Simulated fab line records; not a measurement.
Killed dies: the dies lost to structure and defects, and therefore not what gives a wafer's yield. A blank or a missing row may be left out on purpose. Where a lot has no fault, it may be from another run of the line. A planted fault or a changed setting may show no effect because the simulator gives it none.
fab line records | flow nand-harc
record: lots: 14 | wafers: 42 | last-day: 24
route steps=1159 shown P_CONTACT@236 P_M0@261
lots that met no fault: from a run of the same line without faults
start-h: hours from the record's opening day to when the first of the lot's shown wafers began | wait-h: time in hours since the lot's previous step | " as in the row above | L1.1+2: one row covering several wafers at once | - no value, or no start given | * or withheld: withheld | < > ~ a bound
route shown NAME@n: a module of which the file shows steps, and the number in the route of the first | usual: mean and standard deviation over wafers with no fault | same: alike in all rows | chamber/n: place in a boat | sites: the reading at each site | _std_site: standard deviation across them | _edge_site: inner sites' mean taken away from outer sites' mean | radius-mm: how far each site lies from the wafer's centre | mask NAME#n: copy n | behind: tool/chamber where the wafer was last shaped | hold: what put the lot on hold/how long, in hours/how the hold closed | device: the transistor (n, p or np) that didn't switch | end of line: the route-end tests of the same wafers | a step without rows: its recipe alone | killed: the dies lost at the first sort to structure and to defects; this is not the yield of the wafer | map: the dies of a wafer, with x for killed, . for not killed, _ for no die there
set.NAME: setting as actually run; set.NAME@STEP: the setting as run at that earlier step | model.NAME: the simulator's own value behind a step, which no gauge read
steps of the route over a sample of lots; a table a step, a row a wafer
services: from which hour (start-h, from the record's first day; less than 0 if before it) a tool's chamber was out of use, for how many hours, and why
== steps ==
step: NHARC_P_CONTACT_ETCH_35
recipe: target-depth-a: 390 | over-etch-frac: 0.3 | time-s: 65 | ion-energy-ev: 80 | cf4-flow-sccm: 150 | ar-flow-sccm: 0 | rf-w: 300 | bias-w: 100 | chemistry: CF4
usual: drypump-motor-current-A: 5.75/0.27 | oes-product-au: 0.999/0.011 | rf-vpp-V: 151.0/1.1 | showerhead-plenum-p-Torr: 1.74/0.056 | throttle-valve-pct: 13.284/0.0094
lot.wafer | tool        | chamber | start-h | wait-h | drypump-motor-current-A | oes-product-au | rf-hours-counter-h | rf-vpp-V | showerhead-plenum-p-Torr | throttle-valve-pct
L863.2    | rie-diel-08 | 1       | 116.40  | 0.1    | 5.36                    | 0.995          | 12                 | 151.1    | 1.77                     | 13.275
L863.5    | "           | 0       | "       | "      | 5.94                    | 0.997          | -                  | 151.1    | 1.78                     | 13.290
L863.6    | "           | 1       | "       | "      | 5.36                    | 1.004          | -                  | 151.2    | 1.77                     | 13.290
L862.3    | rie-diel-08 | 2       | 117.37  | 0.1    | 6.05                    | 1.009          | 17                 | 149.4    | 1.68                     | 13.303
L862.1    | "           | 3       | "       | "      | 5.56                    | 1.013          | 18                 | 149.9    | 1.74                     | 13.278
L862.6    | "           | 1       | "       | "      | 5.37                    | 1.024          | -                  | 149.5    | 1.77                     | 13.284
L861.3    | rie-diel-08 | 1       | 118.26  | 0.1    | 5.35                    | 1.011          | 12                 | 149.7    | 1.77                     | 13.275
L861.1    | "           | 2       | "       | "      | 6.06                    | 0.992          | 17                 | 150.3    | 1.68                     | 13.266
L861.4    | "           | 3       | "       | "      | 5.58                    | 1.002          | 18                 | 153.0    | 1.74                     | 13.282
L864.4    | rie-diel-11 | 2       | 128.41  | 0.1    | 6.44                    | 0.997          | 32                 | 151.1    | 1.73                     | 13.283
L864.3    | "           | 3       | "       | "      | 5.98                    | 1.006          | 38                 | 151.2    | 1.75                     | 13.285
L864.2    | "           | 1       | "       | "      | 5.67                    | 0.989          | 36                 | 152.6    | 1.83                     | 13.284
L865.4    | rie-diel-11 | 3       | 129.03  | 0.1    | 5.97                    | 1.003          | 39                 | 150.4    | 1.75                     | 13.286
L865.3    | "           | 1       | "       | "      | 5.68                    | 1.000          | 37                 | 152.3    | 1.83                     | 13.279
L865.6    | "           | 3       | "       | "      | 5.99                    | 1.000          | -                  | 151.1    | 1.75                     | 13.297
L867.2    | rie-diel-08 | 0       | 147.62  | 0.1    | 5.99                    | 0.987          | 1                  | 150.5    | 1.78                     | 13.288
L867.5    | "           | 1       | "       | "      | 5.37                    | 0.994          | -                  | 150.3    | 1.77                     | 13.272
L867.6    | "           | 2       | "       | "      | 6.05                    | 1.009          | -                  | 149.4    | 1.68                     | 13.286
L868.2    | rie-diel-08 | 1       | 152.14  | 0.1    | 5.36                    | 1.001          | 2                  | 150.4    | 1.77                     | 13.281
L868.4    | "           | 2       | "       | "      | 6.03                    | 1.009          | 2                  | 149.7    | 1.68                     | 13.287
L868.3    | "           | 3       | "       | "      | 5.56                    | 0.996          | 2                  | 150.3    | 1.74                     | 13.280
L870.2    | rie-diel-04 | 0       | 162.96  | 0.1    | 5.69                    | 1.002          | 3                  | 153.4    | 1.83                     | 13.282
L870.4    | "           | 1       | "       | "      | 5.71                    | 0.998          | 3                  | 150.5    | 1.68                     | 13.306
L870.6    | "           | 0       | "       | "      | 5.66                    | 1.007          | -                  | 151.8    | 1.83                     | 13.287
L869.1    | rie-diel-08 | 1       | 163.42  | 0.1    | 5.35                    | 0.997          | 3                  | 150.9    | 1.77                     | 13.283
L869.4    | "           | 2       | "       | "      | 6.05                    | 1.004          | 3                  | 150.4    | 1.67                     | 13.289
L869.6    | "           | 2       | "       | "      | 6.04                    | 1.013          | -                  | 151.5    | 1.68                     | 13.277
L876.1    | rie-diel-04 | 1       | 207.41  | 0.1    | 5.71                    | 0.996          | 7                  | 150.3    | 1.68                     | 13.288
L876.4    | "           | 2       | "       | "      | 5.53                    | 0.999          | 6                  | 152.0    | 1.83                     | 13.275
L876.5    | "           | 2       | "       | "      | 5.56                    | 1.000          | -                  | 151.7    | 1.83                     | 13.289
L877.1    | rie-diel-08 | 0       | 210.08  | 0.1    | 5.95                    | 0.995          | 8                  | 151.3    | 1.78                     | 13.293
L877.4    | "           | 1       | "       | "      | 5.36                    | 0.987          | 7                  | 150.8    | 1.77                     | 13.272
L877.5    | "           | 2       | "       | "      | 6.03                    | 1.008          | -                  | 149.9    | 1.67                     | 13.276
L878.3    | rie-diel-04 | 1       | 215.12  | 0.1    | 5.73                    | 0.995          | 8                  | 148.6    | 1.68                     | 13.289
L878.1    | "           | 2       | "       | "      | 5.53                    | 0.991          | 7                  | 152.1    | 1.83                     | 13.285
L878.6    | "           | 0       | "       | "      | 5.69                    | 1.019          | -                  | 152.5    | 1.83                     | 13.294
L879.1    | rie-diel-08 | 2       | 219.54  | 0.1    | 6.03                    | 1.001          | 9                  | 150.7    | 1.67                     | 13.297
L879.3    | "           | 0       | "       | "      | 5.98                    | 0.987          | 9                  | 150.5    | 1.78                     | 13.290
L879.6    | "           | 2       | "       | "      | 6.03                    | 0.994          | -                  | 150.4    | 1.67                     | 13.288
L884.2    | rie-diel-11 | 0       | 243.61  | 0.1    | 6.09                    | 1.016          | 14                 | 148.6    | 1.69                     | 13.270
L884.3    | "           | 3       | "       | "      | 6.02                    | 0.998          | 13                 | 151.1    | 1.74                     | 13.279
L884.6    | "           | 1       | "       | "      | 5.66                    | 0.992          | -                  | 151.9    | 1.82                     | 13.302
step: NHARC_P_CONTACT_CD_MEAS_19
usual: cd-nm: 91.0/2.1
lot.wafer | tool      | chamber | start-h | wait-h | cd-nm
L863.2    | cd-sem-03 | -       | 117.19  | -      | 90.7
L863.5    | "         | -       | "       | "      | 87.4
L863.6    | "         | -       | "       | "      | 91.7
L862.1    | cd-sem-03 | -       | 118.14  | -      | 90.8
L862.3    | "         | -       | "       | "      | 89.7
L862.6    | "         | -       | "       | "      | 92.8
L861.1    | cd-sem-03 | -       | 119.05  | -      | 95.1
L861.3    | "         | -       | "       | "      | 90.1
L861.4    | "         | -       | "       | "      | 88.1
L864.2    | cd-sem-02 | -       | 129.20  | -      | 91.1
L864.3    | "         | -       | "       | "      | 93.5
L864.4    | "         | -       | "       | "      | 94.1
L865.3    | cd-sem-03 | -       | 129.83  | -      | 92.0
L865.4    | "         | -       | "       | "      | 90.7
L865.6    | "         | -       | "       | "      | 90.0
L867.2    | cd-sem-03 | -       | 148.39  | -      | 92.3
L867.5    | "         | -       | "       | "      | 91.6
L867.6    | "         | -       | "       | "      | 89.7
L868.2    | cd-sem-03 | -       | 152.93  | -      | 88.1
L868.3    | "         | -       | "       | "      | 91.2
L868.4    | "         | -       | "       | "      | 91.1
L870.2    | cd-sem-03 | -       | 163.74  | -      | 91.8
L870.4    | "         | -       | "       | "      | 96.3
L870.6    | "         | -       | "       | "      | 89.8
L869.1    | cd-sem-02 | -       | 164.34  | -      | 90.9
L869.4    | "         | -       | "       | "      | 92.9
L869.6    | "         | -       | "       | "      | 88.5
L876.1    | cd-sem-01 | -       | 208.20  | -      | 93.8
L876.4    | "         | -       | "       | "      | 89.4
L876.5    | "         | -       | "       | "      | 91.4
L877.1    | cd-sem-03 | -       | 210.85  | -      | 91.9
L877.4    | "         | -       | "       | "      | 92.6
L877.5    | "         | -       | "       | "      | 86.7
L878.1    | cd-sem-01 | -       | 215.90  | -      | 92.6
L878.3    | "         | -       | "       | "      | 89.8
L878.6    | "         | -       | "       | "      | 90.4
L879.1    | cd-sem-01 | -       | 220.33  | -      | 89.7
L879.3    | "         | -       | "       | "      | 92.9
L879.6    | "         | -       | "       | "      | 90.1
L884.2    | cd-sem-02 | -       | 244.40  | -      | 92.0
L884.3    | "         | -       | "       | "      | 91.8
L884.6    | "         | -       | "       | "      | 92.0
step: NHARC_P_M0_PEB_07
recipe: peb-temp-c: 100 | peb-time-s: 65
usual: heater-power-total-W: 156.6/0.4 | plate-temp-C: 100.03/0.13
lot.wafer | tool           | chamber | start-h | wait-h | heater-power-total-W | plate-temp-C
L863.2    | litho-track-04 | 0       | 126.22  | 0.1    | 157.0                | 99.80
L863.5    | "              | 0       | "       | "      | 156.6                | 99.91
L863.6    | "              | 0       | "       | "      | 156.7                | 99.85
L862.1    | litho-track-04 | 0       | 126.88  | 0.1    | 156.1                | 100.14
L862.3    | "              | 0       | "       | "      | 156.1                | 100.16
L862.6    | "              | 0       | "       | "      | 156.7                | 100.21
L861.1    | litho-track-06 | 0       | 127.44  | 0.1    | 157.1                | 99.99
L861.3    | "              | 0       | "       | "      | 156.4                | 100.06
L861.4    | "              | 0       | "       | "      | 156.3                | 100.07
L864.2    | litho-track-01 | 0       | 136.66  | 0.1    | 156.5                | 100.16
L864.3    | "              | 0       | "       | "      | 157.1                | 100.00
L864.4    | "              | 0       | "       | "      | 156.2                | 100.33
L865.3    | litho-track-04 | 0       | 137.21  | 0.0    | 157.0                | 100.11
L865.4    | "              | 0       | "       | "      | 156.9                | 100.11
L865.6    | "              | 0       | "       | "      | 156.6                | 100.04
L867.2    | litho-track-06 | 0       | 151.46  | 0.1    | 156.1                | 100.03
L867.5    | "              | 0       | "       | "      | 157.1                | 99.85
L867.6    | "              | 0       | "       | "      | 156.4                | 100.03
L868.2    | litho-track-01 | 0       | 161.81  | 0.1    | 156.8                | 100.10
L868.3    | "              | 0       | "       | "      | 157.2                | 100.15
L868.4    | "              | 0       | "       | "      | 157.2                | 99.98
L870.2    | litho-track-06 | 0       | 171.51  | 0.1    | 157.1                | 99.94
L870.4    | "              | 0       | "       | "      | 157.2                | 99.81
L870.6    | "              | 0       | "       | "      | 156.7                | 99.96
L869.1    | litho-track-01 | 0       | 172.06  | 0.1    | 157.0                | 100.17
L869.4    | "              | 0       | "       | "      | 156.7                | 100.07
L869.6    | "              | 0       | "       | "      | 156.9                | 100.11
L876.1    | litho-track-06 | 0       | 213.49  | 0.1    | 184.9                | 113.30
L876.4    | "              | 0       | "       | "      | 185.1                | 113.38
L876.5    | "              | 0       | "       | "      | 185.8                | 113.30
L877.1    | litho-track-06 | 0       | 216.85  | 0.1    | 185.4                | 113.13
L877.4    | "              | 0       | "       | "      | 185.9                | 113.19
L877.5    | "              | 0       | "       | "      | 185.3                | 113.27
L878.1    | litho-track-01 | 0       | 218.94  | 0.1    | 157.0                | 100.22
L878.3    | "              | 0       | "       | "      | 156.6                | 99.99
L878.6    | "              | 0       | "       | "      | 157.1                | 99.97
L879.1    | litho-track-04 | 0       | 227.51  | 0.1    | 156.0                | 100.02
L879.3    | "              | 0       | "       | "      | 157.2                | 99.85
L879.6    | "              | 0       | "       | "      | 155.9                | 99.90
L884.2    | litho-track-04 | 0       | 247.43  | 0.1    | 156.2                | 100.14
L884.3    | "              | 0       | "       | "      | 157.1                | 100.33
L884.6    | "              | 0       | "       | "      | 156.2                | 100.19
step: NHARC_P_M0_CD_MEAS_09
recipe: target-cd-nm: 90 | landing-energy-ev: 500
usual: cd-nm: 90.0/0.69
lot.wafer | tool      | chamber | start-h | wait-h | cd-nm
L863.2    | cd-sem-01 | 0       | 126.30  | -      | 90.2
L863.5    | "         | 0       | "       | "      | 90.3
L863.6    | "         | 0       | "       | "      | 89.7
L862.1    | cd-sem-01 | 0       | 126.96  | -      | 89.6
L862.3    | "         | 0       | "       | "      | 88.4
L862.6    | "         | 0       | "       | "      | 88.6
L861.1    | cd-sem-02 | 0       | 127.52  | -      | 89.7
L861.3    | "         | 0       | "       | "      | 90.5
L861.4    | "         | 0       | "       | "      | 90.7
L864.2    | cd-sem-03 | 0       | 136.74  | -      | 89.9
L864.3    | "         | 0       | "       | "      | 89.3
L864.4    | "         | 0       | "       | "      | 90.9
L865.3    | cd-sem-02 | 0       | 137.30  | -      | 89.0
L865.4    | "         | 0       | "       | "      | 88.8
L865.6    | "         | 0       | "       | "      | 89.5
L867.2    | cd-sem-03 | 0       | 151.54  | -      | 89.7
L867.5    | "         | 0       | "       | "      | 89.8
L867.6    | "         | 0       | "       | "      | 90.0
L868.2    | cd-sem-01 | 0       | 161.89  | -      | 90.3
L868.3    | "         | 0       | "       | "      | 91.0
L868.4    | "         | 0       | "       | "      | 90.0
L870.2    | cd-sem-01 | 0       | 171.59  | -      | 90.4
L870.4    | "         | 0       | "       | "      | 91.3
L870.6    | "         | 0       | "       | "      | 90.5
L869.1    | cd-sem-02 | 0       | 172.14  | -      | 89.9
L869.4    | "         | 0       | "       | "      | 90.2
L869.6    | "         | 0       | "       | "      | 89.5
L876.1    | cd-sem-02 | 0       | 213.57  | -      | 126.1
L876.4    | "         | 0       | "       | "      | 126.8
L876.5    | "         | 0       | "       | "      | 126.6
L877.1    | cd-sem-01 | 0       | 216.93  | -      | 126.3
L877.4    | "         | 0       | "       | "      | 125.8
L877.5    | "         | 0       | "       | "      | 125.4
L878.1    | cd-sem-01 | 0       | 219.02  | -      | 90.1
L878.3    | "         | 0       | "       | "      | 90.6
L878.6    | "         | 0       | "       | "      | 91.2
L879.1    | cd-sem-01 | 0       | 227.59  | -      | 90.0
L879.3    | "         | 0       | "       | "      | 90.3
L879.6    | "         | 0       | "       | "      | 90.2
L884.2    | cd-sem-03 | 0       | 247.52  | -      | 89.5
L884.3    | "         | 0       | "       | "      | 89.3
L884.6    | "         | 0       | "       | "      | 90.1
step: NHARC_P_M0_INSPECT_11
usual: raw-defect-count: 3.8/2.5
lot.wafer | tool              | chamber | start-h | wait-h | raw-defect-count
L863.2    | defect-inspect-02 | -       | 126.42  | 0.0    | 2
L863.5    | "                 | -       | "       | "      | 5
L863.6    | "                 | -       | "       | "      | 4
L862.1    | defect-inspect-01 | -       | 127.08  | 0.0    | 2
L862.3    | "                 | -       | "       | "      | 0
L862.6    | "                 | -       | "       | "      | 1
L861.1    | defect-inspect-01 | -       | 127.65  | 0.0    | 3
L861.3    | "                 | -       | "       | "      | 4
L861.4    | "                 | -       | "       | "      | 2
L864.2    | defect-inspect-02 | -       | 136.86  | 0.0    | 4
L864.3    | "                 | -       | "       | "      | 4
L864.4    | "                 | -       | "       | "      | 2
L865.3    | defect-inspect-02 | -       | 137.42  | 0.0    | 2
L865.4    | "                 | -       | "       | "      | 2
L865.6    | "                 | -       | "       | "      | 4
L867.2    | defect-inspect-02 | -       | 151.66  | 0.0    | 6
L867.5    | "                 | -       | "       | "      | 6
L867.6    | "                 | -       | "       | "      | 5
L868.2    | defect-inspect-02 | -       | 162.03  | 0.1    | 0
L868.3    | "                 | -       | "       | "      | 2
L868.4    | "                 | -       | "       | "      | 1
L870.2    | defect-inspect-02 | -       | 171.72  | 0.0    | 4
L870.4    | "                 | -       | "       | "      | 4
L870.6    | "                 | -       | "       | "      | 1
L869.1    | defect-inspect-01 | -       | 172.27  | 0.0    | 7
L869.4    | "                 | -       | "       | "      | 2
L869.6    | "                 | -       | "       | "      | 5
L876.1    | defect-inspect-02 | -       | 213.69  | 0.0    | 4
L876.4    | "                 | -       | "       | "      | 1
L876.5    | "                 | -       | "       | "      | 7
L877.1    | defect-inspect-01 | -       | 217.05  | 0.0    | 5
L877.4    | "                 | -       | "       | "      | 2
L877.5    | "                 | -       | "       | "      | 1
L878.1    | defect-inspect-01 | -       | 219.15  | 0.0    | 6
L878.3    | "                 | -       | "       | "      | 6
L878.6    | "                 | -       | "       | "      | 5
L879.1    | defect-inspect-01 | -       | 227.73  | 0.0    | 5
L879.3    | "                 | -       | "       | "      | 3
L879.6    | "                 | -       | "       | "      | 4
L884.2    | defect-inspect-02 | -       | 247.64  | 0.0    | 11
L884.3    | "                 | -       | "       | "      | 8
L884.6    | "                 | -       | "       | "      | 8
== services ==
tool           | chamber | start-h | hours | kind
litho-track-01 | -       | 93.00   | 7.0   | pm
rie-diel-11    | 1       | 95.68   | 3.4   | repair
rie-diel-11    | -       | 103.09  | 0.9   | repair
rie-diel-08    | 0       | 103.92  | -     | clean
rie-diel-08    | 1       | 103.92  | -     | clean
rie-diel-08    | 2       | 103.92  | -     | clean
rie-diel-08    | 3       | 103.92  | -     | clean
rie-diel-04    | -       | 111.90  | 9.0   | pm
litho-track-06 | -       | 117.00  | 7.0   | pm
rie-diel-08    | -       | 124.80  | 9.0   | pm
rie-diel-08    | 0       | 124.80  | 9.0   | vent-cycle
rie-diel-08    | 1       | 124.80  | 9.0   | vent-cycle
rie-diel-08    | 2       | 124.80  | 9.0   | vent-cycle
rie-diel-08    | 3       | 124.80  | 9.0   | vent-cycle
rie-diel-08    | 0       | 133.80  | -     | clean
litho-track-04 | -       | 141.00  | 7.0   | pm
rie-diel-08    | 2       | 175.06  | 6.6   | repair
rie-diel-04    | 2       | 185.65  | 9.5   | repair
rie-diel-08    | 3       | 188.22  | 1.2   | repair
rie-diel-11    | -       | 189.53  | 9.0   | pm
rie-diel-04    | -       | 189.96  | 0.5   | repair
rie-diel-04    | 0       | 190.58  | 9.3   | repair
rie-diel-08    | 1       | 202.74  | 2.6   | repair
rie-diel-04    | 1       | 240.11  | 6.5   | repair
== key ==
first-sign: step: NHARC_P_M0_PEB_07 | reading: plate-temp-C | direction: up | sigmas: 99+ | usual: * | struck: *
effect: step: NHARC_P_M0_PEB_07 | reading: heater-power-total-W | direction: up | sigmas: 72 | usual: * | struck: *
effect: step: NHARC_P_M0_CD_MEAS_09 | reading: cd-nm | direction: up | sigmas: 52 | usual: 90.0 | struck: 126.2
met-at NHARC_P_M0_PEB_07
struck-lots L876,L877
later-rows-left-out L876.1,L876.4,L876.5,L877.1,L877.4,L877.5
sort-left-out L876.1,L876.4,L876.5,L877.1,L877.4,L877.5
not-acting-at NHARC_P_CONTACT_ETCH_35,NHARC_P_CONTACT_CD_MEAS_19,NHARC_P_M0_INSPECT_11
onset-between 171.51 213.49
fault: kind: process-parameter-drift | tool: litho-track-06 | chamber: - | onset-h: 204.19 | steps: NHARC_P_M0_PEB_07 | channel: peb-temp-c | offset: * | shape: step | acts-in: * | stated: *
sort-left-out: the simulated sort isn't trusted on such a fault, so these wafers' sort isn't shown, and their yield isn't known
later-rows-left-out: the simulator's readings of these wafers behind a module that went badly wrong aren't trusted and aren't shown, but for the sort
